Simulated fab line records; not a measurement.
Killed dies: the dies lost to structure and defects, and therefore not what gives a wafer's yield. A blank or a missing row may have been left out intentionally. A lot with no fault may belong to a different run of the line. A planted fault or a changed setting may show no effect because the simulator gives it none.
3 desks, one fault -- flow n5 finfet -- what lay behind the numbers comes last; until then each desk has only its own

METROLOGY DESK
Means of the sampled wafers that have a number, per lot and without regard to the tool the lot ran on: this is what the gauges read. The brackets show how far a lot's mean lies from the usual mean; more than 4 standard deviations puts the lot out of limits, marked OUT. It has 12 readings; the 7 that lie furthest out on some lot are the ones shown.
Columns: A = cd nm at N5_SDB_CD_MEAS_11, usual 49.7 nm; B = SDB_OVL at N5_SDB_OVL_MEAS_12, usual -0.4 nm; C = IOFF_N at N5_BEOL_M4_RC_MEAS_101, usual 0.161 nA/um; D = IOFF_P at N5_BEOL_M4_RC_MEAS_101, usual 0.209 nA/um; E = ION_P at N5_BEOL_M4_RC_MEAS_101, usual 462 uA/um; F = VT_N at N5_BEOL_M4_RC_MEAS_101, usual 249.1 mV; G = VT_P at N5_BEOL_M4_RC_MEAS_101, usual -249.9 mV
lot,first seen here,A,B,C,D,E,F,G
L828,day 3 15:23,49.7,-0.3,0.126,0.172,458,251.0,-253.5
L831,day 4 11:32,51.5,0.3,0.131,0.180,460,253.5,-251.3
L834,day 5 09:08,50.7,-1.5,0.162,0.218,466,249.4,-248.9
L840,day 6 19:07,49.1,-0.3,0.148,0.228,468,250.2,-245.7
L844,day 7 18:57,48.4,-0.9,0.165,0.202,460,249.2,-251.3
This desk found nothing out of limits on any of the 5 lots.

THE DEFECT DESK
What the inspections along the route counted, lot by lot: means of the sampled wafers that have a number. The brackets show how far a lot's mean lies from the usual mean; more than 4 standard deviations puts the lot out of limits, marked OUT.
Columns: A = raw defect count at N5_SDB_INSPECT_13, usual 68
lot,first seen here,A
L828,day 3 15:26,84
L831,day 4 11:35,48
L834,day 5 09:11,67
L840,day 6 19:10,60
L844,day 7 19:00,86
This desk found nothing out of limits on any of the 5 lots.

THE TOOL OWNER'S DESK: rie diel-05
The tool's own readings at N5_SDB_ETCH_25 (etches SiO2 in C4F6/O2, target depth 10 nm, time 3.3 s): means of the sampled wafers that have a number, for each lot that ran on this tool. The brackets show how far a lot's mean lies from the usual mean; more than 4 standard deviations puts the lot out of limits, marked OUT.
Columns: A = chamber pressure mTorr at N5_SDB_ETCH_25, usual 29.997 mTorr; B = drypump motor current A at N5_SDB_ETCH_25, usual 5.9 A; C = oes product au at N5_SDB_ETCH_25, usual 0.78 a.u.; D = rf vpp V at N5_SDB_ETCH_25, usual 667 V; E = showerhead plenum p Torr at N5_SDB_ETCH_25, usual 2.87 Torr; F = throttle valve pct at N5_SDB_ETCH_25, usual 21.16 %
lot,first seen here,A,B,C,D,E,F
L828,day 3 16:18,29.992,5.6,0.85,667,2.93,21.15
L831,day 4 12:09,29.988,5.9,0.83,667,2.89,21.10
L840,day 6 20:32,30.027,6.2,0.91,671,2.85,21.22
This desk found nothing out of limits on any of the 3 lots.

PUT TOGETHER
The metrology desk saw nothing out of limits.
No out-of-limits result turned up at the defect desk.
Nothing out of limits was seen by the tool owner's desk.

WHAT THE SIMULATOR PUT IN
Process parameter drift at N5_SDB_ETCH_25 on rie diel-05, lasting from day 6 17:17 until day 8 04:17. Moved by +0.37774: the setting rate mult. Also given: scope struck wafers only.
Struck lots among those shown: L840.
